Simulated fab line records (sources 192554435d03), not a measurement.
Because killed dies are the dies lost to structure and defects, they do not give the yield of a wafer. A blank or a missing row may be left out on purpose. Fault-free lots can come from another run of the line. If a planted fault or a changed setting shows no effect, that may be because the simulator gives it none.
One fault seen from 2 desks + flow n5Finfet + numbers are kept per desk, each desk with only its own; the story behind them comes last

== THE TOOL OWNER'S DESK: rieDiel-01 ==
The tool's own readings at N5_BEOL_M10_ETCH_66 (etches SOC in N2/H2, target depth 120 nm, overetch 24 nm, time 180 s): means of the sampled wafers that have a number, for each lot that ran on this tool. A lot is out of limits, marked OUT, if its mean lies more than 4 standard deviations from the usual mean; the brackets give that distance. Readings shown: 7 out of 8 (the first out of limits, and those lying furthest out on some lot).
Columns: A = chamberPressureMTorr at N5_BEOL_M10_ETCH_66, usual 30.004 mTorr; B = drypumpMotorCurrentA at N5_BEOL_M10_ETCH_66, usual 5.7 A; C = n2FlowSccm at N5_BEOL_M10_ETCH_66, usual 200.0 sccm; D = oesProductAu at N5_BEOL_M10_ETCH_66, usual 0.64 a.u.; E = rfVppV at N5_BEOL_M10_ETCH_66, usual 524.5 V; F = runLengthS at N5_BEOL_M10_ETCH_66, usual 203.6 s; G = showerheadPlenumPTorr at N5_BEOL_M10_ETCH_66, usual 2.57 Torr
| lot  | first seen here | A      | B   | C     | D    | E     | F                | G    |
|------|-----------------|--------|-----|-------|------|-------|------------------|------|
| L470 | day 11 00:43    | 30.017 | 5.6 | 200.8 | 0.64 | 525.2 | 204.5            | 2.59 |
| L473 | day 11 22:01    | 30.009 | 5.8 | 200.5 | 0.61 | 524.1 | 203.9            | 2.58 |
| L475 | day 12 08:25    | 30.017 | 5.2 | 200.2 | 0.72 | 524.3 | 203.6            | 2.54 |
| L478 | day 13 03:53    | 30.002 | 5.6 | 199.9 | 0.61 | 521.3 | 200.5 (-7.6) OUT | 2.49 |
| L481 | day 13 18:32    | 30.010 | 5.4 | 200.5 | 0.69 | 526.9 | 200.3 (-8.0) OUT | 2.65 |
| L482 | day 14 02:19    | 29.987 | 5.6 | 199.7 | 0.67 | 526.7 | 200.0 (-8.9) OUT | 2.64 |
This desk's finding: out of limits on L478, L481, L482; first on L478, day 13 03:53 (runLengthS at N5_BEOL_M10_ETCH_66). L470, L473, L475 stayed within limits.

== THE METROLOGY DESK ==
Means of the sampled wafers that have a number, per lot and without regard to the tool the lot ran on: this is what the gauges read. A lot is out of limits, marked OUT, if its mean lies more than 4 standard deviations from the usual mean; the brackets give that distance.
Columns: A = cdNm at N5_BEOL_M10_CD_MEAS_11, usual 64.2 nm; B = cdNm at N5_BEOL_M10_CD_MEAS_18, usual 70.3 nm
| lot  | first seen here | A    | B    |
|------|-----------------|------|------|
| L467 | day 9 23:12     | 63.2 | 69.6 |
| L470 | day 10 22:35    | 63.9 | 70.2 |
| L472 | day 11 12:29    | 64.2 | 69.9 |
| L473 | day 11 19:38    | 63.5 | 69.5 |
| L475 | day 12 06:05    | 63.6 | 69.4 |
| L478 | day 13 02:35    | 65.3 | 71.0 |
| L481 | day 13 16:43    | 64.1 | 70.2 |
| L482 | day 14 00:07    | 64.0 | 70.1 |
| L487 | day 15 04:35    | 64.1 | 70.1 |
| L489 | day 15 12:29    | 64.5 | 70.4 |
| L490 | day 15 16:30    | 64.2 | 70.3 |
This desk's verdict: no lot among the 11 shows anything out of limits.

== BROUGHT TOGETHER ==
The tool owner's desk could have raised an alarm at day 13 03:53, on L478, L481, L482.
From the metrology desk's view, nothing was out of limits.
The metrology desk has L478, L481, L482 on record, within its limits.
On rieDiel-01, each named lot ran N5_BEOL_M10_ETCH_66.

== WHAT HAD BEEN PUT IN BY THE SIMULATOR ==
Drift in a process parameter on rieDiel-01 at N5_BEOL_M10_ETCH_66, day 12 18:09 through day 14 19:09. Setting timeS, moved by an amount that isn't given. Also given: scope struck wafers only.
Lots struck among those shown: L478, L481, L482.
Delay in hours, fault start to first out-of-limits reading, by desk: the tool owner's desk at 10.
